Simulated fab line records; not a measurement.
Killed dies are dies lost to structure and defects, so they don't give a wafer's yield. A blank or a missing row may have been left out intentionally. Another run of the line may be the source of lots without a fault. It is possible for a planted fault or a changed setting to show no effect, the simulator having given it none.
fab line records / flow nandHarc
record: lots: 11 wafers: 33 lastDay: 34
route steps=1302 shown A_CHANNEL_FILL_D1@501 THIN_TSV@1280 END@1302
lots that met no fault: taken from a fault-free run of the same line
startH: hours from the record's opening day to when the first of the lot's shown wafers began / waitH: hours elapsed since this lot's preceding step / " unchanged from the row above / L1.1+2: several wafers, shown together as one row / - no value, or no start given / * or withheld: withheld / < > ~ a bound
route shown NAME@n: NAME is a module with steps in the file, n the number in the route of the first one / usual: mean/standard deviation of fault-free wafers / same: alike in all rows / chamber/n: place in a boat / sites: the reading at each site / _std_site: standard deviation across them / _edge_site: outer sites' mean less inner sites' / radiusMm: for every site, how far away it sits from the centre of the wafer / mask NAME#n: copy n / behind: the most recent tool/chamber to have shaped the wafer / hold: why the lot went on hold/how many hours it stayed there/how the hold came to an end / device: the transistor (n, p or np) that didn't switch / end of line: the same wafers' tests at the end of the route / step lacking rows: just its recipe / killed: dies that structure and defects cost at the first sort, which is not the same as the wafer's yield / map: shows each die of a wafer: x if killed, . if not, _ if none is there
set.NAME: the setting the step ran with; set.NAME@STEP: the setting that earlier step ran with / model.NAME: the simulator's own value behind a step, which no gauge read
the route's steps for a sample of lots (tables are steps, rows are wafers)
services: a tool's chamber out of use, with start hour (startH, from the record's first day; less than 0 if before it), hours out, and reason
== steps ==
step: NHARC_A_CHANNEL_FILL_D1_STRIP_28
recipe: timeS: 20 o2FlowSccm: 500 arFlowSccm: 0 biasW: 0 chemistry: O2
usual: chamberPressureMTorr: 60.00/0.057 drypumpMotorCurrentA: 5.5/0.32 oesProductAu: 0.996/0.0078 rfVppV: 57.7/0.92 showerheadPlenumPTorr: 3.49/0.15 throttleValvePct: 17.037/0.0095
same: biasW: 0
lot.wafer=L387.3 tool=rieDiel-09 chamber=3 startH=208.55 waitH=0.1 chamberPressureMTorr=59.98 drypumpMotorCurrentA=6.0 oesProductAu=1.005 rfHoursCounterH=3.3 rfVppV=57.1 showerheadPlenumPTorr=3.33 throttleValvePct=17.034
lot.wafer=L387.1 tool=rieDiel-09 chamber=0 startH=208.55 waitH=0.1 chamberPressureMTorr=59.96 drypumpMotorCurrentA=5.6 oesProductAu=0.997 rfHoursCounterH=3.5 rfVppV=57.4 showerheadPlenumPTorr=3.52 throttleValvePct=17.033
lot.wafer=L387.2 tool=rieDiel-09 chamber=1 startH=208.55 waitH=0.1 chamberPressureMTorr=60.02 drypumpMotorCurrentA=5.5 oesProductAu=0.994 rfHoursCounterH=3.4 rfVppV=57.4 showerheadPlenumPTorr=3.38 throttleValvePct=17.042
lot.wafer=L388.2 tool=rieDiel-05 chamber=2 startH=219.92 waitH=0.1 chamberPressureMTorr=59.99 drypumpMotorCurrentA=5.6 oesProductAu=1.000 rfHoursCounterH=6.1 rfVppV=58.3 showerheadPlenumPTorr=3.57 throttleValvePct=17.029
lot.wafer=L388.3 tool=rieDiel-05 chamber=0 startH=219.92 waitH=0.1 chamberPressureMTorr=60.07 drypumpMotorCurrentA=5.0 oesProductAu=1.003 rfHoursCounterH=6.0 rfVppV=58.0 showerheadPlenumPTorr=3.76 throttleValvePct=17.045
lot.wafer=L388.6 tool=rieDiel-05 chamber=3 startH=219.92 waitH=0.1 chamberPressureMTorr=59.99 drypumpMotorCurrentA=5.4 oesProductAu=0.999 rfHoursCounterH=- rfVppV=57.8 showerheadPlenumPTorr=3.47 throttleValvePct=17.045
lot.wafer=L389.1 tool=rieDiel-09 chamber=3 startH=235.50 waitH=0.1 chamberPressureMTorr=59.97 drypumpMotorCurrentA=6.0 oesProductAu=1.003 rfHoursCounterH=5.9 rfVppV=55.6 showerheadPlenumPTorr=3.33 throttleValvePct=17.026
lot.wafer=L389.6 tool=rieDiel-09 chamber=1 startH=235.50 waitH=0.1 chamberPressureMTorr=59.91 drypumpMotorCurrentA=5.5 oesProductAu=0.997 rfHoursCounterH=- rfVppV=57.6 showerheadPlenumPTorr=3.38 throttleValvePct=17.031
lot.wafer=L389.5 tool=rieDiel-09 chamber=2 startH=235.50 waitH=0.1 chamberPressureMTorr=59.96 drypumpMotorCurrentA=5.5 oesProductAu=0.993 rfHoursCounterH=- rfVppV=57.0 showerheadPlenumPTorr=3.30 throttleValvePct=17.017
lot.wafer=L391.3 tool=rieDiel-09 chamber=0 startH=246.54 waitH=0.1 chamberPressureMTorr=59.96 drypumpMotorCurrentA=5.6 oesProductAu=0.993 rfHoursCounterH=6.5 rfVppV=56.6 showerheadPlenumPTorr=3.52 throttleValvePct=17.040
lot.wafer=L391.6 tool=rieDiel-09 chamber=3 startH=246.54 waitH=0.1 chamberPressureMTorr=59.96 drypumpMotorCurrentA=6.0 oesProductAu=0.997 rfHoursCounterH=- rfVppV=56.7 showerheadPlenumPTorr=3.32 throttleValvePct=17.043
lot.wafer=L391.5 tool=rieDiel-09 chamber=0 startH=246.54 waitH=0.1 chamberPressureMTorr=60.02 drypumpMotorCurrentA=5.7 oesProductAu=1.001 rfHoursCounterH=- rfVppV=59.1 showerheadPlenumPTorr=3.52 throttleValvePct=17.044
lot.wafer=L390.3 tool=rieDiel-05 chamber=2 startH=250.88 waitH=0.1 chamberPressureMTorr=59.99 drypumpMotorCurrentA=5.6 oesProductAu=0.998 rfHoursCounterH=0.3 rfVppV=57.1 showerheadPlenumPTorr=3.57 throttleValvePct=17.035
lot.wafer=L390.4 tool=rieDiel-05 chamber=3 startH=250.88 waitH=0.1 chamberPressureMTorr=60.10 drypumpMotorCurrentA=5.4 oesProductAu=0.986 rfHoursCounterH=0.3 rfVppV=56.9 showerheadPlenumPTorr=3.47 throttleValvePct=17.043
lot.wafer=L390.5 tool=rieDiel-05 chamber=3 startH=250.88 waitH=0.1 chamberPressureMTorr=59.94 drypumpMotorCurrentA=5.4 oesProductAu=0.990 rfHoursCounterH=- rfVppV=58.0 showerheadPlenumPTorr=3.47 throttleValvePct=17.025
lot.wafer=L392.1 tool=rieDiel-09 chamber=3 startH=256.12 waitH=0.1 chamberPressureMTorr=60.14 drypumpMotorCurrentA=6.0 oesProductAu=1.011 rfHoursCounterH=6.7 rfVppV=57.6 showerheadPlenumPTorr=3.33 throttleValvePct=17.028
lot.wafer=L392.5 tool=rieDiel-09 chamber=1 startH=256.12 waitH=0.1 chamberPressureMTorr=59.94 drypumpMotorCurrentA=5.5 oesProductAu=1.002 rfHoursCounterH=- rfVppV=58.7 showerheadPlenumPTorr=3.38 throttleValvePct=17.029
lot.wafer=L392.6 tool=rieDiel-09 chamber=0 startH=256.12 waitH=0.1 chamberPressureMTorr=60.01 drypumpMotorCurrentA=5.6 oesProductAu=0.994 rfHoursCounterH=- rfVppV=57.6 showerheadPlenumPTorr=3.52 throttleValvePct=17.037
lot.wafer=L393.4 tool=rieDiel-13 chamber=0 startH=277.90 waitH=0.1 chamberPressureMTorr=59.89 drypumpMotorCurrentA=5.8 oesProductAu=0.986 rfHoursCounterH=3.9 rfVppV=56.4 showerheadPlenumPTorr=3.34 throttleValvePct=17.036
lot.wafer=L393.1 tool=rieDiel-13 chamber=3 startH=277.90 waitH=0.1 chamberPressureMTorr=59.97 drypumpMotorCurrentA=6.0 oesProductAu=0.991 rfHoursCounterH=4.2 rfVppV=58.4 showerheadPlenumPTorr=3.67 throttleValvePct=17.035
lot.wafer=L393.5 tool=rieDiel-13 chamber=1 startH=277.90 waitH=0.1 chamberPressureMTorr=59.91 drypumpMotorCurrentA=6.8 oesProductAu=1.010 rfHoursCounterH=- rfVppV=58.7 showerheadPlenumPTorr=3.65 throttleValvePct=17.029
lot.wafer=L400.2 tool=rieDiel-05 chamber=3 startH=340.59 waitH=0.1 chamberPressureMTorr=59.99 drypumpMotorCurrentA=5.4 oesProductAu=0.992 rfHoursCounterH=4.2 rfVppV=57.1 showerheadPlenumPTorr=3.47 throttleValvePct=17.018
lot.wafer=L400.3 tool=rieDiel-05 chamber=0 startH=340.59 waitH=0.1 chamberPressureMTorr=60.06 drypumpMotorCurrentA=5.0 oesProductAu=0.999 rfHoursCounterH=5.8 rfVppV=57.4 showerheadPlenumPTorr=3.76 throttleValvePct=17.023
lot.wafer=L400.1 tool=rieDiel-05 chamber=2 startH=340.59 waitH=0.1 chamberPressureMTorr=60.00 drypumpMotorCurrentA=5.6 oesProductAu=0.992 rfHoursCounterH=4.5 rfVppV=57.1 showerheadPlenumPTorr=3.57 throttleValvePct=17.043
lot.wafer=L403.3 tool=rieDiel-13 chamber=0 startH=372.00 waitH=0.1 chamberPressureMTorr=59.93 drypumpMotorCurrentA=5.8 oesProductAu=1.009 rfHoursCounterH=1.7 rfVppV=55.3 showerheadPlenumPTorr=3.34 throttleValvePct=17.039
lot.wafer=L403.5 tool=rieDiel-13 chamber=0 startH=372.00 waitH=0.1 chamberPressureMTorr=60.06 drypumpMotorCurrentA=5.8 oesProductAu=0.998 rfHoursCounterH=- rfVppV=57.6 showerheadPlenumPTorr=3.34 throttleValvePct=17.054
lot.wafer=L403.4 tool=rieDiel-13 chamber=2 startH=372.00 waitH=0.1 chamberPressureMTorr=60.02 drypumpMotorCurrentA=5.6 oesProductAu=0.997 rfHoursCounterH=- rfVppV=57.6 showerheadPlenumPTorr=3.45 throttleValvePct=17.024
lot.wafer=L409.5 tool=rieDiel-09 chamber=0 startH=435.02 waitH=0.1 chamberPressureMTorr=60.03 drypumpMotorCurrentA=5.7 oesProductAu=0.991 rfHoursCounterH=- rfVppV=59.4 showerheadPlenumPTorr=3.51 throttleValvePct=17.037
lot.wafer=L409.6 tool=rieDiel-09 chamber=1 startH=435.02 waitH=0.1 chamberPressureMTorr=59.97 drypumpMotorCurrentA=5.5 oesProductAu=0.993 rfHoursCounterH=- rfVppV=58.7 showerheadPlenumPTorr=3.37 throttleValvePct=17.015
lot.wafer=L409.4 tool=rieDiel-09 chamber=2 startH=435.02 waitH=0.1 chamberPressureMTorr=59.92 drypumpMotorCurrentA=5.5 oesProductAu=0.994 rfHoursCounterH=- rfVppV=57.2 showerheadPlenumPTorr=3.30 throttleValvePct=17.036
lot.wafer=L410.1 tool=rieDiel-05 chamber=2 startH=447.66 waitH=0.1 chamberPressureMTorr=60.03 drypumpMotorCurrentA=5.6 oesProductAu=0.997 rfHoursCounterH=1.9 rfVppV=57.0 showerheadPlenumPTorr=3.57 throttleValvePct=17.026
lot.wafer=L410.2 tool=rieDiel-05 chamber=3 startH=447.66 waitH=0.1 chamberPressureMTorr=60.03 drypumpMotorCurrentA=5.4 oesProductAu=0.999 rfHoursCounterH=1.5 rfVppV=56.6 showerheadPlenumPTorr=3.47 throttleValvePct=17.041
lot.wafer=L410.4 tool=rieDiel-05 chamber=1 startH=447.66 waitH=0.1 chamberPressureMTorr=59.99 drypumpMotorCurrentA=5.2 oesProductAu=1.008 rfHoursCounterH=2.0 rfVppV=56.9 showerheadPlenumPTorr=3.32 throttleValvePct=17.042
step: NHARC_THIN_TSV_PRE_CLEAN_54
recipe: timeS: 30 tempC: 280 gas: H2/He
usual: heaterPowerW: 426/38
lot.wafer=L387.1 tool=pvdSputter-03 chamber=- startH=537.87 waitH=0.1 heaterPowerW=410
lot.wafer=L387.2 tool=pvdSputter-03 chamber=- startH=537.87 waitH=0.1 heaterPowerW=429
lot.wafer=L387.3 tool=pvdSputter-03 chamber=- startH=537.87 waitH=0.1 heaterPowerW=412
lot.wafer=L388.2 tool=pvdSputter-03 chamber=- startH=568.29 waitH=0.1 heaterPowerW=409
lot.wafer=L388.3 tool=pvdSputter-03 chamber=- startH=568.29 waitH=0.1 heaterPowerW=396
lot.wafer=L388.6 tool=pvdSputter-03 chamber=- startH=568.29 waitH=0.1 heaterPowerW=399
lot.wafer=L389.1 tool=pvdSputter-01 chamber=- startH=569.27 waitH=0.1 heaterPowerW=445
lot.wafer=L389.5 tool=pvdSputter-01 chamber=- startH=569.27 waitH=0.1 heaterPowerW=450
lot.wafer=L389.6 tool=pvdSputter-01 chamber=- startH=569.27 waitH=0.1 heaterPowerW=438
lot.wafer=L391.3 tool=pvdSputter-03 chamber=- startH=581.32 waitH=0.1 heaterPowerW=399
lot.wafer=L391.5 tool=pvdSputter-03 chamber=- startH=581.32 waitH=0.1 heaterPowerW=402
lot.wafer=L391.6 tool=pvdSputter-03 chamber=- startH=581.32 waitH=0.1 heaterPowerW=414
lot.wafer=L390.4 tool=pvdSputter-03 chamber=- startH=582.33 waitH=0.0 heaterPowerW=403
lot.wafer=L390.3 tool=pvdSputter-03 chamber=- startH=582.33 waitH=0.0 heaterPowerW=427
lot.wafer=L390.5 tool=pvdSputter-03 chamber=- startH=582.33 waitH=0.0 heaterPowerW=403
lot.wafer=L392.1 tool=pvdSputter-03 chamber=- startH=583.82 waitH=0.1 heaterPowerW=393
lot.wafer=L392.6 tool=pvdSputter-03 chamber=- startH=583.82 waitH=0.1 heaterPowerW=407
lot.wafer=L392.5 tool=pvdSputter-03 chamber=- startH=583.82 waitH=0.1 heaterPowerW=429
lot.wafer=L393.1 tool=pvdSputter-02 chamber=- startH=708.88 waitH=0.1 heaterPowerW=484
lot.wafer=L393.4 tool=pvdSputter-02 chamber=- startH=708.88 waitH=0.1 heaterPowerW=456
lot.wafer=L393.5 tool=pvdSputter-02 chamber=- startH=708.88 waitH=0.1 heaterPowerW=348
lot.wafer=L400.1 tool=pvdSputter-02 chamber=- startH=716.14 waitH=0.0 heaterPowerW=442
lot.wafer=L400.2 tool=pvdSputter-02 chamber=- startH=716.14 waitH=0.0 heaterPowerW=355
lot.wafer=L400.3 tool=pvdSputter-02 chamber=- startH=716.14 waitH=0.0 heaterPowerW=402
lot.wafer=L403.4 tool=pvdSputter-01 chamber=- startH=717.23 waitH=0.1 heaterPowerW=416
lot.wafer=L403.3 tool=pvdSputter-01 chamber=- startH=717.23 waitH=0.1 heaterPowerW=438
lot.wafer=L403.5 tool=pvdSputter-01 chamber=- startH=717.23 waitH=0.1 heaterPowerW=427
lot.wafer=L409.4 tool=pvdSputter-03 chamber=- startH=775.40 waitH=0.1 heaterPowerW=423
lot.wafer=L409.5 tool=pvdSputter-03 chamber=- startH=775.40 waitH=0.1 heaterPowerW=396
lot.wafer=L409.6 tool=pvdSputter-03 chamber=- startH=775.40 waitH=0.1 heaterPowerW=467
lot.wafer=L410.4 tool=pvdSputter-02 chamber=- startH=797.63 waitH=0.1 heaterPowerW=406
lot.wafer=L410.2 tool=pvdSputter-02 chamber=- startH=797.63 waitH=0.1 heaterPowerW=449
lot.wafer=L410.1 tool=pvdSputter-02 chamber=- startH=797.63 waitH=0.1 heaterPowerW=346
step: NHARC_THIN_TSV_STRIP_56
recipe: powerW: 1500 tempC: 250 chemistry: O2
usual: drypumpMotorCurrentA: 5.6/0.61 heaterPowerW: 322/29 rfReflPowerW: 15/5.7
lot.wafer=L387.1 tool=plasmaAsher-01 chamber=1 startH=539.58 waitH=0.1 drypumpMotorCurrentA=6.3 heaterPowerW=357 rfHoursCounterH=1 rfReflPowerW=10
lot.wafer=L387.2 tool=plasmaAsher-01 chamber=0 startH=539.58 waitH=0.1 drypumpMotorCurrentA=5.1 heaterPowerW=310 rfHoursCounterH=1 rfReflPowerW=23
lot.wafer=L387.3 tool=plasmaAsher-01 chamber=0 startH=539.58 waitH=0.1 drypumpMotorCurrentA=5.1 heaterPowerW=323 rfHoursCounterH=- rfReflPowerW=23
lot.wafer=L388.2 tool=plasmaAsher-01 chamber=0 startH=569.92 waitH=0.1 drypumpMotorCurrentA=5.2 heaterPowerW=327 rfHoursCounterH=8 rfReflPowerW=24
lot.wafer=L388.3 tool=plasmaAsher-01 chamber=0 startH=569.92 waitH=0.1 drypumpMotorCurrentA=5.1 heaterPowerW=320 rfHoursCounterH=- rfReflPowerW=24
lot.wafer=L388.6 tool=plasmaAsher-01 chamber=0 startH=569.92 waitH=0.1 drypumpMotorCurrentA=5.1 heaterPowerW=326 rfHoursCounterH=- rfReflPowerW=24
lot.wafer=L389.1 tool=plasmaAsher-02 chamber=0 startH=570.88 waitH=0.1 drypumpMotorCurrentA=6.2 heaterPowerW=279 rfHoursCounterH=37 rfReflPowerW=-
lot.wafer=L389.6 tool=plasmaAsher-02 chamber=0 startH=570.88 waitH=0.1 drypumpMotorCurrentA=6.2 heaterPowerW=283 rfHoursCounterH=- rfReflPowerW=-
lot.wafer=L389.5 tool=plasmaAsher-02 chamber=1 startH=570.88 waitH=0.1 drypumpMotorCurrentA=4.9 heaterPowerW=338 rfHoursCounterH=- rfReflPowerW=-
lot.wafer=L391.3 tool=plasmaAsher-01 chamber=1 startH=582.97 waitH=0.2 drypumpMotorCurrentA=6.3 heaterPowerW=358 rfHoursCounterH=- rfReflPowerW=10
lot.wafer=L391.5 tool=plasmaAsher-01 chamber=1 startH=582.97 waitH=0.2 drypumpMotorCurrentA=6.2 heaterPowerW=362 rfHoursCounterH=- rfReflPowerW=10
lot.wafer=L391.6 tool=plasmaAsher-01 chamber=0 startH=582.97 waitH=0.2 drypumpMotorCurrentA=5.1 heaterPowerW=319 rfHoursCounterH=- rfReflPowerW=24
lot.wafer=L390.3 tool=plasmaAsher-01 chamber=1 startH=584.15 waitH=0.2 drypumpMotorCurrentA=6.2 heaterPowerW=364 rfHoursCounterH=- rfReflPowerW=11
lot.wafer=L390.4 tool=plasmaAsher-01 chamber=0 startH=584.15 waitH=0.2 drypumpMotorCurrentA=5.1 heaterPowerW=312 rfHoursCounterH=- rfReflPowerW=24
lot.wafer=L390.5 tool=plasmaAsher-01 chamber=1 startH=584.15 waitH=0.2 drypumpMotorCurrentA=6.2 heaterPowerW=370 rfHoursCounterH=- rfReflPowerW=9
lot.wafer=L392.1 tool=plasmaAsher-02 chamber=1 startH=585.56 waitH=0.1 drypumpMotorCurrentA=4.9 heaterPowerW=334 rfHoursCounterH=39 rfReflPowerW=10
lot.wafer=L392.5 tool=plasmaAsher-02 chamber=0 startH=585.56 waitH=0.1 drypumpMotorCurrentA=6.2 heaterPowerW=271 rfHoursCounterH=- rfReflPowerW=15
lot.wafer=L392.6 tool=plasmaAsher-02 chamber=1 startH=585.56 waitH=0.1 drypumpMotorCurrentA=4.9 heaterPowerW=332 rfHoursCounterH=- rfReflPowerW=9
lot.wafer=L393.1 tool=plasmaAsher-01 chamber=0 startH=710.61 waitH=0.1 drypumpMotorCurrentA=5.1 heaterPowerW=340 rfHoursCounterH=1 rfReflPowerW=24
lot.wafer=L393.4 tool=plasmaAsher-01 chamber=1 startH=710.61 waitH=0.1 drypumpMotorCurrentA=6.3 heaterPowerW=347 rfHoursCounterH=- rfReflPowerW=10
lot.wafer=L393.5 tool=plasmaAsher-01 chamber=1 startH=710.61 waitH=0.1 drypumpMotorCurrentA=6.3 heaterPowerW=344 rfHoursCounterH=- rfReflPowerW=10
lot.wafer=L400.2 tool=plasmaAsher-01 chamber=0 startH=717.93 waitH=0.1 drypumpMotorCurrentA=5.1 heaterPowerW=334 rfHoursCounterH=6 rfReflPowerW=24
lot.wafer=L400.1 tool=plasmaAsher-01 chamber=1 startH=717.93 waitH=0.1 drypumpMotorCurrentA=6.2 heaterPowerW=359 rfHoursCounterH=6 rfReflPowerW=10
lot.wafer=L400.3 tool=plasmaAsher-01 chamber=1 startH=717.93 waitH=0.1 drypumpMotorCurrentA=6.2 heaterPowerW=346 rfHoursCounterH=- rfReflPowerW=11
lot.wafer=L403.4 tool=plasmaAsher-01 chamber=0 startH=719.06 waitH=0.2 drypumpMotorCurrentA=5.1 heaterPowerW=338 rfHoursCounterH=- rfReflPowerW=-
lot.wafer=L403.3 tool=plasmaAsher-01 chamber=1 startH=719.06 waitH=0.2 drypumpMotorCurrentA=6.2 heaterPowerW=348 rfHoursCounterH=- rfReflPowerW=-
lot.wafer=L403.5 tool=plasmaAsher-01 chamber=0 startH=719.06 waitH=0.2 drypumpMotorCurrentA=5.1 heaterPowerW=338 rfHoursCounterH=- rfReflPowerW=-
lot.wafer=L409.4 tool=plasmaAsher-02 chamber=1 startH=777.03 waitH=0.2 drypumpMotorCurrentA=4.9 heaterPowerW=311 rfHoursCounterH=- rfReflPowerW=-
lot.wafer=L409.6 tool=plasmaAsher-02 chamber=1 startH=777.03 waitH=0.2 drypumpMotorCurrentA=4.9 heaterPowerW=323 rfHoursCounterH=- rfReflPowerW=-
lot.wafer=L409.5 tool=plasmaAsher-02 chamber=0 startH=777.03 waitH=0.2 drypumpMotorCurrentA=6.2 heaterPowerW=281 rfHoursCounterH=- rfReflPowerW=-
lot.wafer=L410.2 tool=plasmaAsher-02 chamber=1 startH=799.24 waitH=0.1 drypumpMotorCurrentA=4.9 heaterPowerW=317 rfHoursCounterH=2 rfReflPowerW=9
lot.wafer=L410.1 tool=plasmaAsher-02 chamber=0 startH=799.24 waitH=0.1 drypumpMotorCurrentA=6.1 heaterPowerW=277 rfHoursCounterH=2 rfReflPowerW=15
lot.wafer=L410.4 tool=plasmaAsher-02 chamber=0 startH=799.24 waitH=0.1 drypumpMotorCurrentA=6.2 heaterPowerW=281 rfHoursCounterH=- rfReflPowerW=15
step: NHARC_END_SORT_01
recipe: tempC: 25
usual: killedAtArray: 63/18 killedAtOther: 1.1/1.3 killedAtPeriphery: 4.3/2.8 killedDies: 68/18 killedOpen: 3.3/2 killedShort: 2.4/1.6
same: grossDies: 677
lot.wafer=L400.1 tool=prober-02 chamber=0 startH=744.71 waitH=2.5 killedAtArray=61 killedAtOther=2 killedAtPeriphery=1 killedDies=64 killedOpen=1 killedShort=1
lot.wafer=L400.2 tool=prober-02 chamber=0 startH=745.50 waitH=2.8 killedAtArray=119 killedAtOther=1 killedAtPeriphery=2 killedDies=122 killedOpen=2 killedShort=0
lot.wafer=L400.3 tool=prober-02 chamber=0 startH=746.30 waitH=3.1 killedAtArray=64 killedAtOther=1 killedAtPeriphery=2 killedDies=67 killedOpen=1 killedShort=2
killed by level:class
L400.1 A_CHANNEL_HOLE_D1:chamberFilmFlake=31 A_CHANNEL_HOLE_D2:chamberFilmFlake=16 A_SLIT:chamberFilmFlake=4 A_CONTACT:chamberFilmFlake=4 A_WL_FILL:geometricParticle:short=1 P_GATE:chamberFilmFlake=1 STARTING-WAFER:geometricParticle:open=1 A_CHANNEL_FILL_D1:chamberFilmFlake=1
L400.2 A_CHANNEL_FILL_D1:unspecified=74 A_CHANNEL_HOLE_D1:chamberFilmFlake=22 A_CHANNEL_HOLE_D2:chamberFilmFlake=10 A_CONTACT:chamberFilmFlake=6 A_CHANNEL_FILL_D2:chamberFilmFlake=2 A_ONON_D1:geometricParticle:open=1 A_WL_FILL:geometricParticle:open=1 P_ZERO_WELL:chamberFilmFlake=1
L400.3 A_CHANNEL_HOLE_D1:chamberFilmFlake=32 A_CHANNEL_HOLE_D2:chamberFilmFlake=22 A_STAIRCASE:chamberFilmFlake=3 A_CONTACT:chamberFilmFlake=3 P_M0:geometricParticle:short=1 A_CHANNEL_HOLE_D2:geometricParticle:short=1 A_CHANNEL_FILL_D2:geometricParticle:open=1 P_GATE:chamberFilmFlake=1
== services ==
tool=plasmaAsher-01 chamber=- startH=184.56 hours=25.4 kind=repair
tool=pvdSputter-03 chamber=- startH=187.09 hours=10.1 kind=repair
tool=rieDiel-09 chamber=- startH=237.45 hours=0.4 kind=repair
tool=rieDiel-09 chamber=2 startH=242.79 hours=21.3 kind=repair
tool=rieDiel-09 chamber=- startH=320.10 hours=9.0 kind=pm
tool=plasmaAsher-01 chamber=- startH=342.00 hours=9.0 kind=pm
tool=pvdSputter-03 chamber=- startH=348.04 hours=10.0 kind=pm
tool=rieDiel-09 chamber=1 startH=402.61 hours=9.5 kind=repair
tool=rieDiel-09 chamber=2 startH=415.15 hours=5.6 kind=repair
tool=rieDiel-09 chamber=3 startH=427.78 hours=7.3 kind=repair
tool=plasmaAsher-01 chamber=- startH=446.48 hours=36.9 kind=repair
tool=pvdSputter-03 chamber=- startH=458.74 hours=2.0 kind=repair
tool=rieDiel-09 chamber=1 startH=476.72 hours=6.7 kind=repair
tool=rieDiel-09 chamber=- startH=497.10 hours=9.0 kind=pm
tool=plasmaAsher-01 chamber=- startH=519.19 hours=9.0 kind=pm
tool=pvdSputter-03 chamber=- startH=526.04 hours=10.0 kind=pm
tool=rieDiel-09 chamber=3 startH=531.66 hours=6.0 kind=repair
tool=rieDiel-09 chamber=2 startH=652.67 hours=8.9 kind=repair
tool=plasmaAsher-01 chamber=- startH=675.08 hours=2.3 kind=repair
tool=plasmaAsher-01 chamber=- startH=696.19 hours=9.0 kind=pm
tool=pvdSputter-03 chamber=- startH=704.04 hours=10.0 kind=pm
tool=plasmaAsher-01 chamber=- startH=730.86 hours=10.0 kind=repair
tool=pvdSputter-03 chamber=- startH=730.93 hours=4.5 kind=repair
tool=pvdSputter-03 chamber=- startH=759.40 hours=1.8 kind=repair
== key ==
firstSign: step: NHARC_END_SORT_01 reading: killedAtArray direction: up sigmas: 3.2 usual: 63 struck: 119
effect: step: NHARC_END_SORT_01 reading: killedDies direction: up sigmas: 3 usual: 68 struck: 122
moreKillsBornAt: NHARC_A_CHANNEL_FILL_D1_STRIP_28@rieDiel-05: 74
metAt NHARC_A_CHANNEL_FILL_D1_STRIP_28
struckLots L400
struckWafers L400.2
testerLeftOut L400
notActingAt NHARC_THIN_TSV_PRE_CLEAN_54,NHARC_THIN_TSV_STRIP_56
onsetBetween 250.88 340.59
fault: kind: chamberParticleSource tool: rieDiel-05 chamber: 3 onsetH: 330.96 steps: NHARC_A_CHANNEL_FILL_D1_STRIP_28 ratePerVisitCm2: 0.74728 endH: 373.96
testerLeftOut: of these lots the tester's yield and bins aren't shown, on N5 and GAA mostly nor the transistor test; their killed dies are dies lost to structure and defects alone, not to doping, threshold or leakage, so they don't give the yield
